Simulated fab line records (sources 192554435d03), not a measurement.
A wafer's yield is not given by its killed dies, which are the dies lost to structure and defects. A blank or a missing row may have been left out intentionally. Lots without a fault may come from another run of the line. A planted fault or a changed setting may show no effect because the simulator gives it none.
Chamber matching | flow n5Finfet | 4 sister chambers for N5_BEOL_M8_STRIP_19 on rieDiel-01
The step strips in O2. 18 wafers are shown with their chamber, then 9 later ones without.

EACH WAFER AND ITS CHAMBER
wafer  | chamber | showerheadPlenumPTorr (Torr) | throttleValvePct (%) | oesProductAu (a.u.)
L079.1 | 3       | 2.22                         | 16.45                | 0.85
L079.2 | 1       | 2.07                         | 16.52                | 0.96
L079.6 | 0       | 2.09                         | 16.86                | 0.71
L081.3 | 3       | 2.21                         | 16.45                | 0.83
L081.4 | 0       | 2.09                         | 16.86                | 0.71
L081.5 | 3       | 2.21                         | 16.45                | 0.84
L082.2 | 1       | 2.06                         | 16.53                | 0.92
L082.3 | 0       | 2.09                         | 16.89                | 0.71
L082.5 | 1       | 2.06                         | 16.53                | 0.92
L088.1 | 0       | 2.08                         | 16.90                | 0.71
L088.2 | 1       | 2.06                         | 16.55                | 0.87
L088.5 | 0       | 2.08                         | 16.91                | 0.70
L092.2 | 3       | 2.21                         | 16.48                | 0.82
L092.5 | 1       | 2.06                         | 16.57                | 0.89
L092.6 | 2       | 2.22                         | 16.60                | 0.83
L091.3 | 1       | 2.06                         | 16.57                | 0.88
L091.5 | 0       | 2.08                         | 16.90                | 0.71
L091.6 | 3       | 2.21                         | 16.49                | 0.80

SIGNATURES, as means of the wafers listed above
reading               | chamber 0 | chamber 1 | chamber 2 | chamber 3 | scatter within a chamber
showerheadPlenumPTorr | 2.0850    | 2.0617    | 2.2200    | 2.2120    | 0.00473
throttleValvePct      | 16.8867   | 16.5450   | 16.6000   | 16.4640   | 0.021
oesProductAu          | 0.7083    | 0.9067    | 0.8300    | 0.8280    | 0.0225
Rule: for each reading, subtract the chamber's mean from the wafer's reading, divide by that reading's scatter and square the result; add these up over the readings and take the root, which gives the wafer's distance from the chamber. If the next closest chamber is less than 2 further off than the closest, the wafer can't be placed; otherwise it belongs to the closest. The scatter: the root of (the sum of the squares of (reading less its chamber's mean) over the shown wafers, divided by (wafers less chambers)).

WAFERS WITHOUT THEIR CHAMBER
wafer  | showerheadPlenumPTorr (Torr) | throttleValvePct (%) | oesProductAu (a.u.)
L093.1 | 2.06                         | 16.58                | 0.88
L093.4 | 2.08                         | 16.92                | 0.70
L093.5 | 2.20                         | 16.50                | 0.81
L095.2 | 2.21                         | 16.62                | 0.81
L095.3 | 2.08                         | 16.93                | 0.70
L095.5 | 2.21                         | 16.63                | 0.83
L097.1 | 2.05                         | 16.61                | 0.83
L097.2 | 2.20                         | 16.54                | 0.78
L097.3 | 2.21                         | 16.68                | 0.78

THE CHAMBER EACH PASSED THROUGH
wafer  | from the rows above     | in truth
L093.1 | 1                       | 1
L093.4 | 0                       | 0
L093.5 | 3                       | 3
L095.2 | 2                       | 2
L095.3 | 0                       | 0
L095.5 | 2                       | 2
L097.1 | 1                       | 1
L097.2 | can't be placed: 3 or 2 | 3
L097.3 | 2                       | 2
Correctly placed: 8 of 9. From these rows, 1 cannot be placed; in 1 the true chamber is one of the candidates. 0 placed wrongly.
